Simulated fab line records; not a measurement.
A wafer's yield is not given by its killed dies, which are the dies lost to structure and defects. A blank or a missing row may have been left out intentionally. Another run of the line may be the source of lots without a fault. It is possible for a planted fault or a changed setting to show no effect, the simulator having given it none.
fab line records :: flow n5Finfet
record
  lots=4
  wafers=12
  lastDay=15
route steps=1938 shown SD_EPI_N@273 SD_EPI_P@295 SD_ACTIVATION@334 BEOL_M4@1111 PASSIVATION@1936
lots that met no fault: from a run of the same line without faults
startH: hours from the record's first day to the start of the lot's first wafer shown :: waitH: how many hours have passed since the lot's step before this one :: " repeats the value in the row above :: L1.1+2: a row that stands for several wafers :: - either no value or no given start :: * or withheld: withheld :: < > ~ a bound
route shown NAME@n: NAME is a module with steps in the file, n the number in the route of the first one :: usual: mean and standard deviation over wafers with no fault :: same: alike in all rows :: chamber/n: place in a boat :: sites: per-site readings :: _std_site: the standard deviation of these :: _edge_site: inner sites' mean taken away from outer sites' mean :: radiusMm: for every site, how far away it sits from the centre of the wafer :: mask NAME#n: copy n :: behind: the last tool/chamber to shape the wafer :: hold: reason for holding the lot/hours on hold/outcome of the hold :: device: the transistor (n, p or np) that didn't switch :: end of line: the tests these same wafers got at the end of their route :: for a step that has no rows: nothing shown but its recipe :: killed: dies that structure and defects cost at the first sort, which is not the same as the wafer's yield :: map: the dies of a wafer, with x for killed, . for not killed, _ for no die there
set.NAME: the setting the step ran with; set.NAME@STEP: the setting that earlier step ran with :: model.NAME: the simulator's own value behind a step, which no gauge read
certain route steps with their lots: each step a table, each wafer a row
## steps
# step N5_SD_EPI_N_DESCUM_14
# recipe
  chemistry=O2
  timeS=7.9
  sourcePowerW=50
  biasPowerW=20
  pressureMtorr=20
  rfFrequencyHz=2.712e+07
  tempC=40
  resist=CAR-ArF-block
  o2FlowSccm=225
# step N5_SD_EPI_N_ETCH_34
# recipe
  chemistry=CF4
  target=SiARC
  targetDepthA=455
  maskMaterial=CAR-ArF-block
  timeS=75.8
  ionEnergyEv=80
  pressureMtorr=40
  sourceW=545
  biasW=36
  Ar_flow_sccm=100
  cf4FlowSccm=100
  ends=cleared
# step N5_SD_EPI_N_ETCH_35
# recipe
  chemistry=N2/H2
  target=SOC
  overetchA=1080
  maskMaterial=SiARC
  tempC=40
  ionEnergyEv=100
  sourceW=3000
  biasW=133
  pressureMtorr=20
  timeS=486
  n2FlowSccm=200
  h2FlowSccm=200
# step N5_SD_EPI_N_STRIP_36
# recipe
  chemistry=N2/H2
  tempC=40
  n2FlowSccm=200
  h2FlowSccm=200
  rfFrequencyHz=6e+07
# step N5_SD_EPI_N_ETCHBACK_44
# recipe
  chemistry=CH3F/O2
  mode=anisotropicEtchback
  target=SiNx
  targetDepthA=145
  stopOn=SiO2
  overEtchFrac=0.3
  ionEnergyEv=120
  pressureMtorr=30
  sourceW=395
  biasW=73
  Ar_flow_sccm=150
  CH3F_flow_sccm=30
  O2_flow_sccm=20
# step N5_SD_EPI_N_ETCH_45
# recipe
  chemistry=CH3F/O2
  target=SiOCN
  targetDepthA=60
  maskMaterial=SOC
  ionEnergyEv=60
  biasW=29
  pressureMtorr=15
  sourceW=410
  Ar_flow_sccm=150
  CH3F_flow_sccm=30
  O2_flow_sccm=20
# step N5_SD_EPI_N_ETCH_16
# recipe
  chemistry=CHF3/O2
  target=SiO2
  targetDepthA=50
  maskMaterial=SOC
  pressureMtorr=30
  sourceW=650
  biasW=170
  Ar_flow_sccm=200
  CHF3_flow_sccm=50
  O2_flow_sccm=5
  ionEnergyEv=200
# step N5_SD_EPI_N_STRIP_47
# recipe
  chemistry=CHF3/O2
  resist=SiARC
  rfFrequencyHz=6e+07
# step N5_SD_EPI_N_SD_RECESS_17
# recipe
  chemistry=HBr/Cl2/O2
  targetDepthA=410
  maskMaterial=SOC
  timeS=23.7
  btTimeS=3
  pressureMtorr=10
  icpW=800
  biasW=112
  HBr_flow_sccm=150
  Cl2_flow_sccm=80
  O2_flow_sccm=12
# step N5_SD_EPI_N_STRIP_38
# recipe
  chemistry=N2/H2
  powerW=1000
  tempC=250
  h2Frac=0.65
  overashFraction=0.3
  pressureMtorr=withheld
  n2FlowSccm=1750
  h2FlowSccm=3250
# step N5_SD_EPI_N_WET_ETCH_43
# recipe
  chemistry=dHF
  dilution=withheld
  timeS=14
  target=SiO2
  targetDepthA=15
  tempC=25
# step N5_SD_EPI_N_STRIP_18
# recipe
  chemistry=SPM
  timeS=750
  tempC=130
  h2so4H2o2VolRatio=4
lot.wafer: L375.1+2+4
tool: wetBench-02
chamber: 3,1,2
startH: 110.74
waitH: 0.0

lot.wafer: L380.1+4+5
tool: wetBench-05
chamber: 6,3,7
startH: 139.15
waitH: 0.0

lot.wafer: L381.2+4+5
tool: wetBench-02
chamber: 0,5,4
startH: 146.20
waitH: 0.0

lot.wafer: L382.1+2+3
tool: wetBench-02
chamber: 2,3,7
startH: 150.94
waitH: 0.0
# step N5_SD_EPI_N_SRD_20
# recipe
  dry=ipaMarangoni
  doPpb=5
  timeS=30
  tempC=23
  rinseLiquid=diw
# step N5_SD_EPI_N_PRECLEAN_48
# recipe
  chemistry=NF3:NH3
  afsCycles=2
  tempC=30
  timeS=20
  sublimationTempC=180
  sublimationTimeS=60
  pressureTorr=3
  rfPowerW=30
# step N5_SD_EPI_N_VAPOR_ETCH_50
# recipe
  chemistry=HCl
  target=Si
  tempC=775
  timeS=54
  pressureTorr=20
  mode=isotropic
# step N5_SD_EPI_N_EPI_21
# recipe
  material=Si:P
  dopant=P
  tempC=680
  pressureTorr=255
  timeS=690
# step N5_SD_EPI_N_PRECLEAN_24
# recipe
  chemistry=O3/DIW
  timeS=60
  tempC=22
  o3Ppm=10
# step N5_SD_EPI_N_SRD_25
# recipe
  timeS=30
  tempC=23
  rinseLiquid=diw
  dry=ipaMarangoni
# step N5_SD_EPI_N_PRECLEAN_49
# recipe
  chemistry=NF3:NH3
  afsCycles=1
  tempC=30
  timeS=20
  sublimationTempC=180
  sublimationTimeS=60
  pressureTorr=3
  rfPowerW=30
# step N5_SD_EPI_N_LINER_46
# recipe
  material=SiNx
  targetThkA=30
  tempC=400
  aldPrecursorFamily=SiH2I2
  aldCoReactant=N2/H2-plasma
  pressureTorr=2
# step N5_SD_EPI_N_INSPECT_26
# recipe
  inspectInstrument=darkfield
  mode=postEpi
# usual
  rawDefectCount=204/39
lot.wafer: L375.1
tool: defectInspect-02
chamber: -
startH: 114.57
waitH: 0.1
rawDefectCount: 166

lot.wafer: L375.2
tool: defectInspect-02
chamber: -
startH: 114.57
waitH: 0.1
rawDefectCount: 263

lot.wafer: L375.4
tool: defectInspect-02
chamber: -
startH: 114.57
waitH: 0.1
rawDefectCount: 216

lot.wafer: L380.1
tool: defectInspect-01
chamber: -
startH: 142.21
waitH: 0.1
rawDefectCount: 192

lot.wafer: L380.4
tool: defectInspect-01
chamber: -
startH: 142.21
waitH: 0.1
rawDefectCount: 201

lot.wafer: L380.5
tool: defectInspect-01
chamber: -
startH: 142.21
waitH: 0.1
rawDefectCount: 153

lot.wafer: L381.2
tool: defectInspect-02
chamber: -
startH: 149.27
waitH: 0.1
rawDefectCount: 860

lot.wafer: L381.4
tool: defectInspect-02
chamber: -
startH: 149.27
waitH: 0.1
rawDefectCount: 868

lot.wafer: L381.5
tool: defectInspect-02
chamber: -
startH: 149.27
waitH: 0.1
rawDefectCount: 824

lot.wafer: L382.1
tool: defectInspect-01
chamber: -
startH: 154.00
waitH: 0.1
rawDefectCount: 808

lot.wafer: L382.2
tool: defectInspect-01
chamber: -
startH: 154.00
waitH: 0.1
rawDefectCount: 793

lot.wafer: L382.3
tool: defectInspect-01
chamber: -
startH: 154.00
waitH: 0.1
rawDefectCount: 863
# step N5_SD_EPI_P_COAT_34
# recipe
  resist=SOC
  tempC=250
  timeS=60
  spinRpm=1500
  resistThkNm=350
# step N5_SD_EPI_P_COAT_35
# recipe
  resist=SiARC
  tempC=220
  timeS=60
  spinRpm=1500
  resistThkNm=35
# step N5_SD_EPI_P_COAT_03
# recipe
  resist=CAR-ArF-block
  spinRpm=1500
  resistThkNm=150
# step N5_SD_EPI_P_EBR_05
# recipe
  solvent=PGMEA
  ebrWidthMm=1.5
# step N5_SD_EPI_P_SOFTBAKE_04
# recipe
  tempC=110
  timeS=60
  resist=CAR-ArF-block
# step N5_SD_EPI_P_EXPOSE_06
# recipe
  maskId=SD_P_BLK
  na=1.35
  sourceShape=conventional
  sigmaOuter=0.8
  polarization=unpolarized
  targetCdNm=240
  doseMj=39.5
# step N5_SD_EPI_P_PEB_07
# recipe
  pebTempC=110
  pebTimeS=60
  resist=CAR-ArF-block
# step N5_SD_EPI_P_DEVELOP_08
# recipe
  developTimeS=30
  developer=TMAH
  resist=CAR-ArF-block
  devTempC=23
  rinseLiquid=diw
  dry=airSpin
# step N5_SD_EPI_P_INSPECT_11
# recipe
  mode=adi
  inspectInstrument=macro
# usual
  rawDefectCount=2.1/1.6
lot.wafer: L375.1
tool: defectInspect-02
chamber: -
startH: 114.90
waitH: 0.0
rawDefectCount: 5

lot.wafer: L375.2
tool: defectInspect-02
chamber: -
startH: 114.90
waitH: 0.0
rawDefectCount: 2

lot.wafer: L375.4
tool: defectInspect-02
chamber: -
startH: 114.90
waitH: 0.0
rawDefectCount: 1

lot.wafer: L380.1
tool: defectInspect-01
chamber: -
startH: 142.67
waitH: 0.0
rawDefectCount: 2

lot.wafer: L380.4
tool: defectInspect-01
chamber: -
startH: 142.67
waitH: 0.0
rawDefectCount: 5

lot.wafer: L380.5
tool: defectInspect-01
chamber: -
startH: 142.67
waitH: 0.0
rawDefectCount: 1

lot.wafer: L381.2
tool: defectInspect-02
chamber: -
startH: 149.72
waitH: 0.0
rawDefectCount: >300

lot.wafer: L381.4
tool: defectInspect-02
chamber: -
startH: 149.72
waitH: 0.0
rawDefectCount: >300

lot.wafer: L381.5
tool: defectInspect-02
chamber: -
startH: 149.72
waitH: 0.0
rawDefectCount: >300

lot.wafer: L382.1
tool: defectInspect-01
chamber: -
startH: 154.46
waitH: 0.0
rawDefectCount: >300

lot.wafer: L382.2
tool: defectInspect-01
chamber: -
startH: 154.46
waitH: 0.0
rawDefectCount: >300

lot.wafer: L382.3
tool: defectInspect-01
chamber: -
startH: 154.46
waitH: 0.0
rawDefectCount: >300
# step N5_SD_EPI_P_DESCUM_14
# recipe
  chemistry=O2
  timeS=7.9
  sourcePowerW=50
  biasPowerW=20
  pressureMtorr=20
  rfFrequencyHz=2.712e+07
  tempC=40
  resist=CAR-ArF-block
  o2FlowSccm=225
# step N5_SD_EPI_P_ETCH_36
# recipe
  chemistry=CF4
  target=SiARC
  targetDepthA=455
  maskMaterial=CAR-ArF-block
  timeS=75.8
  ionEnergyEv=80
  pressureMtorr=40
  sourceW=545
  biasW=36
  Ar_flow_sccm=100
  cf4FlowSccm=100
  ends=cleared
# step N5_SD_EPI_P_ETCH_37
# recipe
  chemistry=N2/H2
  target=SOC
  overetchA=1080
  maskMaterial=SiARC
  tempC=40
  ionEnergyEv=100
  sourceW=3000
  biasW=133
  pressureMtorr=20
  timeS=486
  n2FlowSccm=200
  h2FlowSccm=200
  ends=endPoint
# step N5_SD_EPI_P_STRIP_38
# recipe
  chemistry=N2/H2
  tempC=40
  n2FlowSccm=200
  h2FlowSccm=200
  rfFrequencyHz=6e+07
# step N5_SD_EPI_P_ETCHBACK_46
# recipe
  chemistry=CH3F/O2
  mode=anisotropicEtchback
  target=SiNx
  targetDepthA=175
  stopOn=SiO2
  overEtchFrac=0.3
  ionEnergyEv=120
  pressureMtorr=30
  sourceW=395
  biasW=73
  Ar_flow_sccm=150
  CH3F_flow_sccm=30
  O2_flow_sccm=20
# step N5_SD_EPI_P_ETCH_47
# recipe
  chemistry=CH3F/O2
  target=SiOCN
  targetDepthA=250
  maskMaterial=SOC
  ionEnergyEv=60
  biasW=29
  pressureMtorr=30
  sourceW=410
  Ar_flow_sccm=150
  CH3F_flow_sccm=30
  O2_flow_sccm=20
# step N5_SD_EPI_P_ETCH_16
# recipe
  chemistry=CHF3/O2
  target=SiO2
  targetDepthA=50
  maskMaterial=SOC
  pressureMtorr=30
  sourceW=650
  biasW=170
  Ar_flow_sccm=200
  CHF3_flow_sccm=50
  O2_flow_sccm=5
  ionEnergyEv=200
# step N5_SD_EPI_P_STRIP_50
# recipe
  chemistry=CHF3/O2
  resist=SiARC
  rfFrequencyHz=6e+07
# step N5_SD_EPI_P_INSPECT_26
# recipe
  inspectInstrument=darkfield
  mode=postEpi
# usual
  rawDefectCount=175/37
lot.wafer: L375.1
tool: defectInspect-01
chamber: -
startH: 118.65
waitH: 0.0
rawDefectCount: 176

lot.wafer: L375.2
tool: defectInspect-01
chamber: -
startH: 118.65
waitH: 0.0
rawDefectCount: 216

lot.wafer: L375.4
tool: defectInspect-01
chamber: -
startH: 118.65
waitH: 0.0
rawDefectCount: 161

lot.wafer: L380.1
tool: defectInspect-01
chamber: -
startH: 146.43
waitH: 0.0
rawDefectCount: 139

lot.wafer: L380.4
tool: defectInspect-01
chamber: -
startH: 146.43
waitH: 0.0
rawDefectCount: 128

lot.wafer: L380.5
tool: defectInspect-01
chamber: -
startH: 146.43
waitH: 0.0
rawDefectCount: 127

lot.wafer: L381.2
tool: defectInspect-01
chamber: -
startH: 153.47
waitH: 0.0
rawDefectCount: 835

lot.wafer: L381.4
tool: defectInspect-01
chamber: -
startH: 153.47
waitH: 0.0
rawDefectCount: 826

lot.wafer: L381.5
tool: defectInspect-01
chamber: -
startH: 153.47
waitH: 0.0
rawDefectCount: 831

lot.wafer: L382.1
tool: defectInspect-02
chamber: -
startH: 158.22
waitH: 0.0
rawDefectCount: 807

lot.wafer: L382.2
tool: defectInspect-02
chamber: -
startH: 158.22
waitH: 0.0
rawDefectCount: 809

lot.wafer: L382.3
tool: defectInspect-02
chamber: -
startH: 158.22
waitH: 0.0
rawDefectCount: 872
# step N5_SD_ACTIVATION_INSPECT_02
# recipe
  inspectInstrument=darkfield
  mode=postAnneal
# usual
  rawDefectCount=175/38
lot.wafer: L375.1
tool: defectInspect-01
chamber: -
startH: 119.42
waitH: 0.2
rawDefectCount: 170

lot.wafer: L375.2
tool: defectInspect-01
chamber: -
startH: 119.42
waitH: 0.2
rawDefectCount: 201

lot.wafer: L375.4
tool: defectInspect-01
chamber: -
startH: 119.42
waitH: 0.2
rawDefectCount: 156

lot.wafer: L380.1
tool: defectInspect-02
chamber: -
startH: 147.24
waitH: 0.2
rawDefectCount: 140

lot.wafer: L380.4
tool: defectInspect-02
chamber: -
startH: 147.24
waitH: 0.2
rawDefectCount: 141

lot.wafer: L380.5
tool: defectInspect-02
chamber: -
startH: 147.24
waitH: 0.2
rawDefectCount: 137

lot.wafer: L381.2
tool: defectInspect-01
chamber: -
startH: 154.22
waitH: 0.1
rawDefectCount: 818

lot.wafer: L381.4
tool: defectInspect-01
chamber: -
startH: 154.22
waitH: 0.1
rawDefectCount: 829

lot.wafer: L381.5
tool: defectInspect-01
chamber: -
startH: 154.22
waitH: 0.1
rawDefectCount: 849

lot.wafer: L382.1
tool: defectInspect-02
chamber: -
startH: 158.99
waitH: 0.2
rawDefectCount: 796

lot.wafer: L382.2
tool: defectInspect-02
chamber: -
startH: 158.99
waitH: 0.2
rawDefectCount: 793

lot.wafer: L382.3
tool: defectInspect-02
chamber: -
startH: 158.99
waitH: 0.2
rawDefectCount: 859
# step N5_BEOL_M4_RC_MEAS_101
# usual
  DIBL_N=36.3/1
  DIBL_P=36.2/1.4
  IOFF_N=0.157/0.021
  IOFF_P=0.206/0.025
  ION_N=673/9
  ION_P=461/6.4
  SS_N=71.5/0.5
  SS_P=73.2/0.47
  VT_N=249.9/2.4
  VT_P=-250.6/2.9
lot.wafer: L375.1
tool: prober-02
chamber: 0
startH: 214.82
waitH: 0.0
DIBL_N[mV/V]: 36.6
DIBL_P[mV/V]: 35.4
IOFF_N[nA/um]: 0.141
IOFF_P[nA/um]: 0.187
ION_N[uA/um]: 660
ION_P[uA/um]: 458
SS_N[mV/dec]: 71.7
SS_P[mV/dec]: 73.0
VT_N[mV]: 249.0
VT_P[mV]: -251.4

lot.wafer: L375.2
tool: prober-02
chamber: 0
startH: 214.82
waitH: 0.0
DIBL_N[mV/V]: 37.3
DIBL_P[mV/V]: 36.1
IOFF_N[nA/um]: 0.148
IOFF_P[nA/um]: 0.201
ION_N[uA/um]: 665
ION_P[uA/um]: 454
SS_N[mV/dec]: 72.1
SS_P[mV/dec]: 73.3
VT_N[mV]: 251.6
VT_P[mV]: -252.4

lot.wafer: L375.4
tool: prober-02
chamber: 0
startH: 214.82
waitH: 0.0
DIBL_N[mV/V]: 35.8
DIBL_P[mV/V]: 34.9
IOFF_N[nA/um]: 0.130
IOFF_P[nA/um]: 0.179
ION_N[uA/um]: 674
ION_P[uA/um]: 458
SS_N[mV/dec]: 71.0
SS_P[mV/dec]: 72.7
VT_N[mV]: 250.5
VT_P[mV]: -252.5

lot.wafer: L381.2
tool: prober-01
chamber: 0
startH: 255.78
waitH: 0.2
DIBL_N[mV/V]: 35.6
DIBL_P[mV/V]: 33.8
IOFF_N[nA/um]: 0.126
IOFF_P[nA/um]: 0.183
ION_N[uA/um]: 664
ION_P[uA/um]: 460
SS_N[mV/dec]: 71.2
SS_P[mV/dec]: 72.9
VT_N[mV]: 251.8
VT_P[mV]: -251.5

lot.wafer: L381.4
tool: prober-01
chamber: 0
startH: 255.78
waitH: 0.2
DIBL_N[mV/V]: 35.0
DIBL_P[mV/V]: 33.9
IOFF_N[nA/um]: 0.120
IOFF_P[nA/um]: 0.179
ION_N[uA/um]: 667
ION_P[uA/um]: 457
SS_N[mV/dec]: 70.8
SS_P[mV/dec]: 73.3
VT_N[mV]: 252.0
VT_P[mV]: -251.5

lot.wafer: L381.5
tool: prober-01
chamber: 0
startH: 255.78
waitH: 0.2
DIBL_N[mV/V]: 38.7
DIBL_P[mV/V]: 37.9
IOFF_N[nA/um]: 0.177
IOFF_P[nA/um]: 0.247
ION_N[uA/um]: 671
ION_P[uA/um]: 464
SS_N[mV/dec]: 71.3
SS_P[mV/dec]: 73.9
VT_N[mV]: 247.2
VT_P[mV]: -248.3

lot.wafer: L380.1
tool: prober-02
chamber: 0
startH: 263.38
waitH: 0.0
DIBL_N[mV/V]: 36.6
DIBL_P[mV/V]: 36.2
IOFF_N[nA/um]: 0.157
IOFF_P[nA/um]: 0.230
ION_N[uA/um]: 686
ION_P[uA/um]: 472
SS_N[mV/dec]: 71.8
SS_P[mV/dec]: 73.2
VT_N[mV]: 248.0
VT_P[mV]: -243.7

lot.wafer: L380.4
tool: prober-02
chamber: 0
startH: 263.38
waitH: 0.0
DIBL_N[mV/V]: 35.8
DIBL_P[mV/V]: 35.5
IOFF_N[nA/um]: 0.146
IOFF_P[nA/um]: 0.223
ION_N[uA/um]: 682
ION_P[uA/um]: 474
SS_N[mV/dec]: 70.7
SS_P[mV/dec]: 72.7
VT_N[mV]: 247.2
VT_P[mV]: -247.0

lot.wafer: L380.5
tool: prober-02
chamber: 0
startH: 263.38
waitH: 0.0
DIBL_N[mV/V]: 37.2
DIBL_P[mV/V]: 35.9
IOFF_N[nA/um]: 0.153
IOFF_P[nA/um]: 0.236
ION_N[uA/um]: 670
ION_P[uA/um]: 465
SS_N[mV/dec]: 71.6
SS_P[mV/dec]: 72.6
VT_N[mV]: 249.0
VT_P[mV]: -248.2

lot.wafer: L382.1
tool: prober-02
chamber: 0
startH: 268.33
waitH: 0.0
DIBL_N[mV/V]: 35.8
DIBL_P[mV/V]: 37.4
IOFF_N[nA/um]: 0.156
IOFF_P[nA/um]: 0.204
ION_N[uA/um]: 668
ION_P[uA/um]: 457
SS_N[mV/dec]: 71.8
SS_P[mV/dec]: 73.7
VT_N[mV]: 249.6
VT_P[mV]: -252.1

lot.wafer: L382.2
tool: prober-02
chamber: 0
startH: 268.33
waitH: 0.0
DIBL_N[mV/V]: 36.3
DIBL_P[mV/V]: 37.3
IOFF_N[nA/um]: 0.171
IOFF_P[nA/um]: 0.208
ION_N[uA/um]: 682
ION_P[uA/um]: 462
SS_N[mV/dec]: 71.4
SS_P[mV/dec]: 72.8
VT_N[mV]: 248.6
VT_P[mV]: -249.7

lot.wafer: L382.3
tool: prober-02
chamber: 0
startH: 268.33
waitH: 0.0
DIBL_N[mV/V]: 36.2
DIBL_P[mV/V]: 36.7
IOFF_N[nA/um]: 0.161
IOFF_P[nA/um]: 0.196
ION_N[uA/um]: 676
ION_P[uA/um]: 461
SS_N[mV/dec]: 71.2
SS_P[mV/dec]: 72.6
VT_N[mV]: 249.1
VT_P[mV]: -251.0
# step N5_PASSIVATION_PROBE_49
# usual
  defectLimitedYield=91.1/1.3
  killed_at_M0_to_M3=36/10
  killed_at_M4_up=14/4.4
  killedAtContacts=14/5.7
  killedAtFrontEnd=39/9.4
  killedAtOther=2.9/2.6
  killedDies=105/15
  killedOpen=70/12
  killedShort=34/7.1
  sort_bin_5_function=5.3/0.77
  sort_bin_6_memory=3.3/0.66
  sortNPass=1075/15
  sortYieldPct=91.1/1.3
# same
  grossDies=1180
  killedAtBackSide=0
  sort_bin_4_leakage[%]=0
  sort_bin_8_speed[%]=0
lot.wafer: L381.2
tool: prober-02
chamber: -
startH: 351.99
waitH: 0.1
defectLimitedYield[%]: 82.5
killed_at_M0_to_M3: 25
killed_at_M4_up: 8
killedAtContacts: 21
killedAtFrontEnd: 153
killedAtOther: 0
killedDies: 207
killedOpen: 70
killedShort: 24
sort_bin_5_function[%]: 11.6
sort_bin_6_memory[%]: 3.6
sortNPass: 973
sortYieldPct[%]: 82.5

lot.wafer: L381.4
tool: prober-02
chamber: -
startH: 352.09
waitH: 0.2
defectLimitedYield[%]: 80.6
killed_at_M0_to_M3: 37
killed_at_M4_up: 13
killedAtContacts: 15
killedAtFrontEnd: 163
killedAtOther: 1
killedDies: 229
killedOpen: 71
killedShort: 23
sort_bin_5_function[%]: 11.7
sort_bin_6_memory[%]: 4.6
sortNPass: 951
sortYieldPct[%]: 80.6

lot.wafer: L381.5
tool: prober-02
chamber: -
startH: 352.14
waitH: 0.2
defectLimitedYield[%]: 80.8
killed_at_M0_to_M3: 38
killed_at_M4_up: 12
killedAtContacts: 8
killedAtFrontEnd: 167
killedAtOther: 2
killedDies: 227
killedOpen: 66
killedShort: 31
sort_bin_5_function[%]: 12.4
sort_bin_6_memory[%]: 4.7
sortNPass: 953
sortYieldPct[%]: 80.8

lot.wafer: L382.1
tool: prober-02
chamber: -
startH: 362.75
waitH: 0.0
defectLimitedYield[%]: 82.1
killed_at_M0_to_M3: 23
killed_at_M4_up: 14
killedAtContacts: 13
killedAtFrontEnd: 160
killedAtOther: 1
killedDies: 211
killedOpen: 59
killedShort: 21
sort_bin_5_function[%]: 12.3
sort_bin_6_memory[%]: 3.3
sortNPass: 969
sortYieldPct[%]: 82.1

lot.wafer: L382.2
tool: prober-02
chamber: -
startH: 362.80
waitH: 0.1
defectLimitedYield[%]: 85.3
killed_at_M0_to_M3: 29
killed_at_M4_up: 13
killedAtContacts: 15
killedAtFrontEnd: 116
killedAtOther: 1
killedDies: 174
killedOpen: 63
killedShort: 37
sort_bin_5_function[%]: 9.3
sort_bin_6_memory[%]: 3.6
sortNPass: 1006
sortYieldPct[%]: 85.3

lot.wafer: L382.3
tool: prober-02
chamber: -
startH: 362.85
waitH: 0.1
defectLimitedYield[%]: 83.7
killed_at_M0_to_M3: 26
killed_at_M4_up: 9
killedAtContacts: 10
killedAtFrontEnd: 144
killedAtOther: 3
killedDies: 192
killedOpen: 69
killedShort: 28
sort_bin_5_function[%]: 9.2
sort_bin_6_memory[%]: 4.3
sortNPass: 988
sortYieldPct[%]: 83.7
# killed by level:class
L381.2 SD_EPI_N:unspecified=113 MOL_CONTACT_COAG:geometricParticle:open=18 STI_FIN_REVEAL:geometricParticle:open=14 FIN_SAQP:geometricParticle:open=7 BEOL_M2:geometricParticle:open=7 BEOL_M3:geometricParticle:open=7 FIN_SAQP:geometricParticle:short=5 BEOL_M1:geometricParticle:open=5
L381.4 SD_EPI_N:unspecified=133 MOL_CONTACT_COAG:geometricParticle:open=14 BEOL_M1:geometricParticle:open=9 BEOL_M3:geometricParticle:open=8 BEOL_M2:geometricParticle:open=7 BEOL_M4:geometricParticle:open=7 FIN_SAQP:geometricParticle:open=6 STI_FIN_REVEAL:geometricParticle:open=5
L381.5 SD_EPI_N:unspecified=129 BEOL_M1:geometricParticle:open=11 FIN_SAQP:geometricParticle:open=10 MOL_CONTACT_COAG:geometricParticle:open=7 BEOL_M0_SAQP:geometricParticle:open=7 FIN_SAQP:geometricParticle:short=6 BEOL_M2:geometricParticle:open=6 STI_FIN_REVEAL:geometricParticle:open=5
L382.1 SD_EPI_N:unspecified=129 MOL_CONTACT_COAG:geometricParticle:open=12 BEOL_M3:geometricParticle:open=9 BEOL_M5:geometricParticle:open=7 FIN_SAQP:geometricParticle:open=6 FIN_SAQP:geometricParticle:short=6 STI_FIN_REVEAL:geometricParticle:open=5 STARTING-WAFER:geometricParticle:open=5
L382.2 SD_EPI_N:unspecified=72 MOL_CONTACT_COAG:geometricParticle:open=13 FIN_SAQP:geometricParticle:short=11 FIN_SAQP:geometricParticle:open=8 BEOL_M3:geometricParticle:open=8 BEOL_M0:geometricParticle:open=6 STI_FIN_REVEAL:geometricParticle:open=5 GATE_CUT:geometricParticle:short=4
L382.3 SD_EPI_N:unspecified=91 STI_FIN_REVEAL:geometricParticle:open=14 FIN_SAQP:geometricParticle:open=10 MOL_CONTACT_COAG:geometricParticle:open=10 GATE_CUT:geometricParticle:short=9 STARTING-WAFER:geometricParticle:open=7 BEOL_M0:geometricParticle:open=5 FIN_SAQP:geometricParticle:short=4
# map L381.4 (x killed, . not)
_________________..x...x.....________________
______________....x...x......xx._____________
___________.......x.......xx...x...__________
__________..xxx...x.....x.......x..._________
________.....x.x........x....x.x......_______
_______.....x............xxxxxxxx.x....______
______.x...x.......x....xxxxxxxxxx......_____
_____.................xxxxxxxxxxx...xx...____
____.........x........xxxxxxxxxxxxx..x...x___
___............x....xx.xxxxxxxxxxxxxx......__
___..................xxxxxxxxxxxxxx........__
__....x...........x..xxxxxxxxxxxxxxx.....xx._
__..x..............x..xxxxxxxxxxxxx........._
_..x................x..xxxxxxxxxxx.....x.....
_..............x.....x.xxxxxxxxx..x.........x
_......................xx.xxx...x..xx.x..x...
_.............x..........xx.x.x.....x........
_.........x..........x..................x.x..
_..x......x..........x.......................
_................x...................x.......
_x........xx........................xx......x
__...............................x..x....x.._
__..........xx......x...x..................._
___....xx...........xx...x...........x.....__
___.......x................................__
____.............x.....x........x.........___
_____...........x...........x..x.........____
______......x.x..........x.....x........_____
_______..........x.....................______
________................xxx..........._______
__________.x.......x.....x.........._________
___________........x.............x.__________
______________.................._____________
_________________............________________
# map L382.1 (x killed, . not)
_________________............________________
______________x.......x......x.._____________
___________................x.x.....__________
__________....x.......x......x......_________
________..x...............x..........._______
_______.......x.....x.........x........______
______..x...........x..................._____
_____........x..................x.x......____
____............xx...............x..x.....___
___...........x....x................x.....x__
___...............x.......x....x...........__
__........x................x...........x...._
__.....x...................................._
_.xx.x..x...............................x....
_..................x.........x......x........
_.....x..x......x.....x.x..x...........x.....
_.........................x.x.x..............
_......x.....x.x.........x.x.x.xxx.xx........
_x....x...............xxxxxxxxx.x.x..........
_...x.............x..xxxxxxxxxxxxx...........
_...................xxxxxxxxxxxxx..........x.
__............x....x.xxxxxxxxxxxxx.x..x.xx.._
__........xx.......xxxxxxxxxxxxxxxxx...xx..._
___..............x.x.xxxxxxxxxxxx.x....x...__
___...x..x............xxxxxxxxxxx..........__
____x..x............xxxxxxxxxxxx..........___
_____.................xxxxxxxxx..........____
______........x.........xxx....x........_____
_______x...............x....x..x.......______
________...x................x........._______
__________.........................._________
___________.............x..........__________
______________...x............x._____________
_________________........x...________________
## key
firstSign
  step=N5_SD_EPI_N_INSPECT_26
  reading=rawDefectCount
  direction=up
  sigmas=16
  usual=204
  struck=836
effect
  step=N5_SD_EPI_P_INSPECT_11
  reading=rawDefectCount
  direction=up
  sigmas=99+
  usual=2.1
  struck=>300
effect
  step=N5_SD_EPI_P_INSPECT_26
  reading=rawDefectCount
  direction=up
  sigmas=18
  usual=175
  struck=830
effect
  step=N5_SD_ACTIVATION_INSPECT_02
  reading=rawDefectCount
  direction=up
  sigmas=17
  usual=175
  struck=824
effect
  step=N5_PASSIVATION_PROBE_49
  reading=killedAtFrontEnd
  direction=up
  sigmas=12
  usual=39
  struck=150
moreKillsBornAt
  N5_SD_EPI_N_STRIP_18@wetBench-02=667
metAt N5_SD_EPI_N_STRIP_18
struckWafers L381.2,L381.4,L381.5,L382.1,L382.2,L382.3
onsetBetween 110.74 146.20
alsoFits time
fault
  kind=chamberParticleSource
  tool=wetBench-02
  chamber=-
  onsetH=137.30
  steps=N5_SD_EPI_N_STRIP_18
  ratePerVisitCm2=1.0118
  endH=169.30
